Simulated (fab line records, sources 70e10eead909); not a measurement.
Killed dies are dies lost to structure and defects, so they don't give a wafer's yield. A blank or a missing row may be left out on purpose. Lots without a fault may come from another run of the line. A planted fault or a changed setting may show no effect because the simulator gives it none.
fab line records | flow nand_harc
record lots=7 wafers=21 last_day=34
route steps=1302 shown A_SOURCE_PLATE@418 A_ONON_D1@424 END@1302
lots that met no fault: from a run of the same line without faults
start_h: hours from the record's first day to the start of the lot's first wafer shown | wait_h: hours since the lot's step before | " the same as in the row above | L1.1+2: a row that stands for several wafers | - no value, or no start given | * or withheld: withheld | < > ~ a bound
route shown NAME@n: a module of which the file shows steps, and the number in the route of the first | usual: mean/standard deviation of fault-free wafers | same: alike in all rows | chamber/n: place in a boat | sites: the reading at each site | _std_site: their standard deviation | _edge_site: outer sites' mean less inner sites' | radius_mm: how far each site lies from the wafer's centre | mask NAME#n: copy n | behind: the tool/chamber that last shaped the wafer | hold: why the lot was held/for how many hours/how that ended | device: the transistor (n, p or np) that didn't switch | end of line: the same wafers' tests at the end of the route | a step without rows: its recipe alone | killed: dies lost to structure and defects at the first sort, not the wafer's yield | map: a wafer's dies, x killed, . not, _ none there
set.NAME: the setting as run; set.NAME@STEP: as run at that earlier step | model.NAME: the simulator's own value behind a step, which no gauge read
lots at some steps of the route; a table a step, a row a wafer
services: from which hour (start_h, from the record's first day; less than 0 if before it) a tool's chamber was out of use, for how many hours, and why
## steps
# step NHARC_A_SOURCE_PLATE_CVD_03
# recipe target_thk_a=2000 temp_c=620 pressure_mtorr=200 time_s=4000 material=poly-Si
# step NHARC_A_SOURCE_PLATE_ANNEAL_05
# recipe temp_c=850 time_s=1800
# step NHARC_A_SOURCE_PLATE_THK_MEAS_06
# recipe thk_meas_gauge=ellipsometry
# usual thk_nm=199.7/2.4
# columns lot.wafer tool chamber start_h wait_h thk_nm
L707.1 film_metro-01 - 234.62 0.4 203.1
L707.3 " - " " 202.5
L707.5 " - " " 203.2
L708.1 film_metro-01 - 248.99 0.4 200.8
L708.3 " - " " 201.5
L708.6 " - " " 203.2
L709.3 film_metro-02 - 257.90 0.4 202.2
L709.5 " - " " 203.5
L709.6 " - " " 200.4
L710.1 film_metro-01 - 274.84 0.4 200.2
L710.5 " - " " 199.5
L710.6 " - " " 202.0
L718.1 film_metro-01 - 349.88 0.4 200.6
L718.4 " - " " 200.7
L718.6 " - " " 202.1
L722.1 film_metro-01 - 387.68 0.4 202.2
L722.2 " - " " 203.3
L722.5 " - " " 202.2
L721.1 film_metro-01 - 415.43 0.4 204.1
L721.4 " - " " 202.6
L721.5 " - " " 199.0
# step NHARC_A_SOURCE_PLATE_INSPECT_08
# usual raw_defect_count=57/21
# columns lot.wafer tool chamber start_h wait_h raw_defect_count
L707.1 defect_inspect-01 - 234.68 0.0 116
L707.3 " - " " 61
L707.5 " - " " 92
L708.1 defect_inspect-02 - 249.05 0.0 42
L708.3 " - " " 36
L708.6 " - " " 53
L709.3 defect_inspect-01 - 257.98 0.0 46
L709.5 " - " " 73
L709.6 " - " " 63
L710.1 defect_inspect-01 - 274.90 0.0 102
L710.5 " - " " 71
L710.6 " - " " 108
L718.1 defect_inspect-01 - 349.94 0.0 60
L718.4 " - " " 31
L718.6 " - " " 46
L722.1 defect_inspect-02 - 387.75 0.0 55
L722.2 " - " " 97
L722.5 " - " " 76
L721.1 defect_inspect-01 - 415.49 0.0 40
L721.4 " - " " 47
L721.5 " - " " 35
# step NHARC_A_ONON_D1_DEP_00
# recipe target_thk_a=10000 n2_flow_sccm=2750 n2o_flow_sccm=2000 nh3_flow_sccm=500 sih4_flow_sccm=210 temp_c=400
# step NHARC_A_ONON_D1_THK_MEAS_02
# recipe thk_meas_gauge=ellipsometry
# usual thk_nm=1002/11
# columns lot.wafer tool chamber start_h wait_h thk_nm
L707.1 film_metro-01 - 235.26 - 999
L707.3 " - " " 1000
L707.5 " - " " 1002
L708.1 film_metro-01 - 249.63 - 981
L708.3 " - " " 982
L708.6 " - " " 982
L709.3 film_metro-01 - 258.56 - 992
L709.5 " - " " 992
L709.6 " - " " 994
L710.1 film_metro-01 - 275.76 - 1017
L710.5 " - " " 1018
L710.6 " - " " 1018
L718.1 film_metro-02 - 350.52 - 1013
L718.4 " - " " 1015
L718.6 " - " " 1015
L722.1 film_metro-01 - 388.31 - 989
L722.2 " - " " 988
L722.5 " - " " 990
L721.1 film_metro-01 - 416.06 - 983
L721.4 " - " " 983
L721.5 " - " " 983
# step NHARC_A_ONON_D1_DEP_03
# recipe target_thk_a=10000 n2_flow_sccm=2750 n2o_flow_sccm=2000 nh3_flow_sccm=500 sih4_flow_sccm=210 temp_c=400
# step NHARC_A_ONON_D1_THK_MEAS_05
# recipe thk_meas_gauge=ellipsometry
# usual thk_nm=1001/7.9
# columns lot.wafer tool chamber start_h wait_h thk_nm
L707.1 film_metro-01 - 235.83 - 1009
L707.3 " - " " 1010
L707.5 " - " " 1010
L708.1 film_metro-01 - 250.19 - 998
L708.3 " - " " 998
L708.6 " - " " 999
L709.3 film_metro-01 - 259.12 - 998
L709.5 " - " " 1000
L709.6 " - " " 998
L710.1 film_metro-02 - 276.33 - 1003
L710.5 " - " " 1003
L710.6 " - " " 1000
L718.1 film_metro-02 - 351.08 - 1009
L718.4 " - " " 1009
L718.6 " - " " 1007
L722.1 film_metro-02 - 388.88 - 997
L722.2 " - " " 997
L722.5 " - " " 998
L721.1 film_metro-01 - 416.77 - 989
L721.4 " - " " 988
L721.5 " - " " 987
# step NHARC_A_ONON_D1_DEP_06
# recipe target_thk_a=10000 n2_flow_sccm=2750 n2o_flow_sccm=2000 nh3_flow_sccm=500 sih4_flow_sccm=210 temp_c=400
# step NHARC_A_ONON_D1_THK_MEAS_08
# recipe thk_meas_gauge=ellipsometry
# usual thk_nm=1000/9.8
# columns lot.wafer tool chamber start_h wait_h thk_nm
L707.1 film_metro-02 - 236.42 - 1002
L707.3 " - " " 1004
L707.5 " - " " 1002
L708.1 film_metro-02 - 250.76 - 999
L708.3 " - " " 998
L708.6 " - " " 998
L709.3 film_metro-01 - 259.70 - 998
L709.5 " - " " 999
L709.6 " - " " 997
L710.1 film_metro-01 - 276.90 - 1005
L710.5 " - " " 1004
L710.6 " - " " 1006
L718.1 film_metro-01 - 351.65 - 997
L718.4 " - " " 995
L718.6 " - " " 998
L722.1 film_metro-01 - 389.46 - 1020
L722.2 " - " " 1020
L722.5 " - " " 1021
L721.1 film_metro-01 - 417.47 - 1012
L721.4 " - " " 1014
L721.5 " - " " 1013
# step NHARC_A_ONON_D1_DEP_09
# recipe target_thk_a=10000 n2_flow_sccm=2750 n2o_flow_sccm=2000 nh3_flow_sccm=500 sih4_flow_sccm=210 temp_c=400
# usual n2_flow_sccm=2749/8.8 n2o_flow_sccm=1999/6.3 susceptor_temp_C=399.99/0.23
# columns lot.wafer tool chamber start_h wait_h n2_flow_sccm n2o_flow_sccm susceptor_temp_C
L707.1 pecvd_onon-01 - 236.48 0.1 - - -
L707.3 " - " " - - -
L707.5 " - " " - - -
L708.1 pecvd_onon-03 - 250.82 0.1 - - -
L708.3 " - " " - - -
L708.6 " - " " - - -
L709.3 pecvd_onon-03 - 259.87 0.2 - - -
L709.5 " - " " - - -
L709.6 " - " " - - -
L710.1 pecvd_onon-02 0 276.95 0.1 2768 2003 399.91
L710.5 " 0 " " 2751 2001 400.19
L710.6 " 0 " " 2765 2002 399.99
L718.1 pecvd_onon-01 0 351.71 0.1 2738 1993 400.39
L718.4 " 0 " " 2745 1985 399.98
L718.6 " 0 " " 2752 2007 400.16
L722.1 pecvd_onon-03 0 389.51 0.1 2744 1995 399.79
L722.2 " 0 " " 2748 1995 399.85
L722.5 " 0 " " 2749 1992 399.75
L721.1 pecvd_onon-01 0 417.66 0.2 2758 2004 400.04
L721.4 " 0 " " 2762 1997 400.28
L721.5 " 0 " " 2753 2005 400.10
# step NHARC_END_SORT_01
# recipe temp_c=25
# usual killed_at_array=58/15 killed_at_other=0.8/1.2 killed_at_periphery=3.5/2.5 killed_dies=62/15 killed_open=3.2/1.7 killed_short=2.4/1.5
# same gross_dies=677
# columns lot.wafer tool chamber start_h wait_h killed_at_array killed_at_other killed_at_periphery killed_dies killed_open killed_short
L708.1 prober-01 0 638.96 2.5 669 0 8 677 3 5
L708.3 prober-01 0 640.57 3.1 666 0 11 677 1 2
L708.6 prober-01 0 642.98 4.0 668 2 7 677 2 2
L707.1 prober-02 0 651.95 2.5 675 1 1 677 2 0
L707.3 prober-02 0 653.53 3.1 673 1 3 677 4 3
L707.5 prober-02 0 655.12 3.7 674 1 2 677 4 1
L709.3 prober-01 0 656.64 3.1 670 0 7 677 2 1
L709.5 prober-01 0 658.24 3.7 672 0 5 677 3 1
L709.6 prober-01 0 659.04 4.0 668 1 8 677 5 3
# killed by level:class
L708.1 A_ONON_D1:area_dep=610 A_SLIT:chamber_film_flake=30 A_CHANNEL_HOLE_D2:chamber_film_flake=9 P_M1:chamber_film_flake=5 A_STAIRCASE:chamber_film_flake=5 A_CONTACT:chamber_film_flake=3 A_ONON_D1:geometric_particle:short=2 A_CHANNEL_FILL_D1:geometric_particle:short=2
L708.3 A_ONON_D1:area_dep=609 A_SLIT:chamber_film_flake=29 A_CHANNEL_HOLE_D2:chamber_film_flake=13 P_M1:chamber_film_flake=6 A_STAIRCASE:chamber_film_flake=4 P_GATE:chamber_film_flake=3 A_CONTACT:chamber_film_flake=3 A_CHANNEL_FILL_D2:geometric_particle:short=2
L708.6 A_ONON_D1:area_dep=618 A_SLIT:chamber_film_flake=23 A_CHANNEL_HOLE_D2:chamber_film_flake=11 A_STAIRCASE:chamber_film_flake=8 P_M1:chamber_film_flake=4 P_GATE:chamber_film_flake=2 THIN_TSV:chamber_film_flake=2 A_CHANNEL_FILL_D1:chamber_film_flake=1
L707.1 A_ONON_D1:area_dep=589 A_CHANNEL_HOLE_D1:chamber_film_flake=39 A_SLIT:chamber_film_flake=28 A_CHANNEL_HOLE_D2:chamber_film_flake=7 A_CONTACT:chamber_film_flake=3 A_DECK1_JOINT:chamber_film_flake=2 A_STAIRCASE:chamber_film_flake=2 A_BONDPAD:chamber_film_flake=2
L707.3 A_ONON_D1:area_dep=575 A_SLIT:chamber_film_flake=34 A_CHANNEL_HOLE_D1:chamber_film_flake=30 A_CHANNEL_HOLE_D2:chamber_film_flake=15 A_CONTACT:chamber_film_flake=5 A_STAIRCASE:chamber_film_flake=3 A_BONDPAD:chamber_film_flake=3 P_GATE:geometric_particle:open=1
L707.5 A_ONON_D1:area_dep=590 A_CHANNEL_HOLE_D1:chamber_film_flake=35 A_SLIT:chamber_film_flake=30 A_STAIRCASE:chamber_film_flake=5 A_CHANNEL_HOLE_D2:chamber_film_flake=4 A_CHANNEL_FILL_D2:geometric_particle:open=2 A_WL_FILL:chamber_film_flake=2 A_BONDPAD:chamber_film_flake=2
L709.3 A_ONON_D1:area_dep=642 A_CHANNEL_HOLE_D2:chamber_film_flake=15 A_CHANNEL_HOLE_D1:chamber_film_flake=4 P_GATE:chamber_film_flake=3 P_STI:chamber_film_flake=2 A_SLIT:chamber_film_flake=2 A_CONTACT:chamber_film_flake=2 P_M0:geometric_particle:open=1
L709.5 A_ONON_D1:area_dep=637 A_CHANNEL_HOLE_D2:chamber_film_flake=20 A_CHANNEL_HOLE_D1:chamber_film_flake=7 P_M0:geometric_particle:open=2 A_CHANNEL_FILL_D1:geometric_particle:short=1 A_BLC:geometric_particle:open=1 A_DECK1_JOINT:chamber_film_flake=1 P_STI:chamber_film_flake=1
L709.6 A_ONON_D1:area_dep=631 A_CHANNEL_HOLE_D2:chamber_film_flake=19 A_CHANNEL_HOLE_D1:chamber_film_flake=9 P_GATE:chamber_film_flake=3 P_M0:geometric_particle:open=2 P_M0:geometric_particle:short=2 A_CONTACT:chamber_film_flake=2 P_CONTACT:geometric_particle:open=1
# map L707.1 (x killed, . not)
____________x____________
_________xxxxxxx_________
_______xxxxxxxxxxx_______
______xxxxxxxxxxxxx______
_____xxxxxxxxxxxxxxx_____
____xxxxxxxxxxxxxxxxx____
____xxxxxxxxxxxxxxxxx____
___xxxxxxxxxxxxxxxxxxx___
___xxxxxxxxxxxxxxxxxxx___
__xxxxxxxxxxxxxxxxxxxxx__
__xxxxxxxxxxxxxxxxxxxxx__
_xxxxxxxxxxxxxxxxxxxxxxx_
_xxxxxxxxxxxxxxxxxxxxxxx_
_xxxxxxxxxxxxxxxxxxxxxxx_
_xxxxxxxxxxxxxxxxxxxxxxx_
_xxxxxxxxxxxxxxxxxxxxxxx_
xxxxxxxxxxxxxxxxxxxxxxxxx
xxxxxxxxxxxxxxxxxxxxxxxxx
xxxxxxxxxxxxxxxxxxxxxxxxx
xxxxxxxxxxxxxxxxxxxxxxxxx
xxxxxxxxxxxxxxxxxxxxxxxxx
_xxxxxxxxxxxxxxxxxxxxxxx_
_xxxxxxxxxxxxxxxxxxxxxxx_
_xxxxxxxxxxxxxxxxxxxxxxx_
_xxxxxxxxxxxxxxxxxxxxxxx_
_xxxxxxxxxxxxxxxxxxxxxxx_
__xxxxxxxxxxxxxxxxxxxxx__
__xxxxxxxxxxxxxxxxxxxxx__
___xxxxxxxxxxxxxxxxxxx___
___xxxxxxxxxxxxxxxxxxx___
____xxxxxxxxxxxxxxxxx____
____xxxxxxxxxxxxxxxxx____
_____xxxxxxxxxxxxxxx_____
______xxxxxxxxxxxxx______
_______xxxxxxxxxxx_______
_________xxxxxxx_________
____________x____________
# map L708.1 (x killed, . not)
____________x____________
_________xxxxxxx_________
_______xxxxxxxxxxx_______
______xxxxxxxxxxxxx______
_____xxxxxxxxxxxxxxx_____
____xxxxxxxxxxxxxxxxx____
____xxxxxxxxxxxxxxxxx____
___xxxxxxxxxxxxxxxxxxx___
___xxxxxxxxxxxxxxxxxxx___
__xxxxxxxxxxxxxxxxxxxxx__
__xxxxxxxxxxxxxxxxxxxxx__
_xxxxxxxxxxxxxxxxxxxxxxx_
_xxxxxxxxxxxxxxxxxxxxxxx_
_xxxxxxxxxxxxxxxxxxxxxxx_
_xxxxxxxxxxxxxxxxxxxxxxx_
_xxxxxxxxxxxxxxxxxxxxxxx_
xxxxxxxxxxxxxxxxxxxxxxxxx
xxxxxxxxxxxxxxxxxxxxxxxxx
xxxxxxxxxxxxxxxxxxxxxxxxx
xxxxxxxxxxxxxxxxxxxxxxxxx
xxxxxxxxxxxxxxxxxxxxxxxxx
_xxxxxxxxxxxxxxxxxxxxxxx_
_xxxxxxxxxxxxxxxxxxxxxxx_
_xxxxxxxxxxxxxxxxxxxxxxx_
_xxxxxxxxxxxxxxxxxxxxxxx_
_xxxxxxxxxxxxxxxxxxxxxxx_
__xxxxxxxxxxxxxxxxxxxxx__
__xxxxxxxxxxxxxxxxxxxxx__
___xxxxxxxxxxxxxxxxxxx___
___xxxxxxxxxxxxxxxxxxx___
____xxxxxxxxxxxxxxxxx____
____xxxxxxxxxxxxxxxxx____
_____xxxxxxxxxxxxxxx_____
______xxxxxxxxxxxxx______
_______xxxxxxxxxxx_______
_________xxxxxxx_________
____________x____________
## services
# columns tool chamber start_h hours kind
pecvd_onon-03 - 227.30 13.0 pm
pecvd_onon-01 - 269.37 13.0 pm
pecvd_onon-02 - 366.00 13.0 pm
pecvd_onon-03 - 408.49 13.0 pm
## key
first_sign step=NHARC_A_ONON_D1_DEP_09 reading=tool_record direction=missing
effect step=NHARC_END_SORT_01 reading=killed_dies direction=up sigmas=42 usual=62 struck=677
more_kills_born_at NHARC_A_ONON_D1_DEP_09@pecvd_onon-03=3747 NHARC_A_ONON_D1_DEP_09@pecvd_onon-01=1754
met_at NHARC_A_ONON_D1_DEP_09
struck_wafers L707.1,L707.3,L707.5,L708.1,L708.3,L708.6,L709.3,L709.5,L709.6
later_rows_left_out L707.1,L707.3,L707.5,L708.1,L708.3,L708.6,L709.3,L709.5,L709.6
tester_left_out L707,L708,L709
fault kind=skipped_step_whole tool=pecvd_onon-01,pecvd_onon-03 chamber=- onset_h=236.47 steps=NHARC_A_ONON_D1_DEP_09 scope=struck_lots_only
# tester_left_out: of these lots the tester's yield and bins aren't shown, on N5 and GAA mostly nor the transistor test; their killed dies are dies lost to structure and defects alone, not to doping, threshold or leakage, so they don't give the yield
# later_rows_left_out: the simulator's readings of these wafers behind a module that went badly wrong aren't trusted and aren't shown, but for the sort
